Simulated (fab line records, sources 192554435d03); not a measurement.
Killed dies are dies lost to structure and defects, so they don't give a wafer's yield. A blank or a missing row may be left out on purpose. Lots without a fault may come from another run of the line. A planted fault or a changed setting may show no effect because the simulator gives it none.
Chamber matching | flow n5_finfet | N5_BEOL_M1_STRIP_36 on rie_diel-02: 4 sister chambers
The step strips in N2/H2. 4 wafers are shown with their chamber, then 11 later ones without.

WAFERS WITH THEIR CHAMBER
wafer  | chamber | drypump_motor_current_A (A)
L091.2 | 2       | 6.1
L091.3 | 0       | 5.8
L091.4 | 3       | 4.8
L093.2 | 1       | 6.4

WAFERS WITHOUT THEIR CHAMBER
wafer  | drypump_motor_current_A (A)
L093.3 | 4.8
L093.4 | 6.1
L094.2 | 5.7
L094.4 | 6.4
L094.5 | 4.8
L096.2 | 5.8
L096.4 | 6.1
L096.6 | 6.1
L097.1 | 6.1
L097.2 | 6.4
L097.5 | 6.4

WHICH CHAMBER EACH WENT THROUGH
wafer  | from the rows above | in truth
L093.3 | 3                   | 3
L093.4 | 2                   | 2
L094.2 | 0                   | 0
L094.4 | 1                   | 1
L094.5 | 3                   | 3
L096.2 | 0                   | 0
L096.4 | 2                   | 2
L096.6 | 2                   | 2
L097.1 | 2                   | 2
L097.2 | 1                   | 1
L097.5 | 1                   | 1
Placed correctly: 11 of 11. Can't be placed from these rows: 0. Placed wrongly: 0.
How it was worked out, from the rows above alone: a wafer's distance from a chamber is the root of the sum, over the readings, of the square of ((its reading less the chamber's mean) divided by the reading's scatter). The wafer belongs to the nearest chamber; if the next one is less than 2 further off, it can't be placed. A chamber's mean is the mean of its shown wafers. The scatter: with one shown wafer a chamber, the root of the mean of the squares of how far each hidden wafer lies from its nearest shown one.
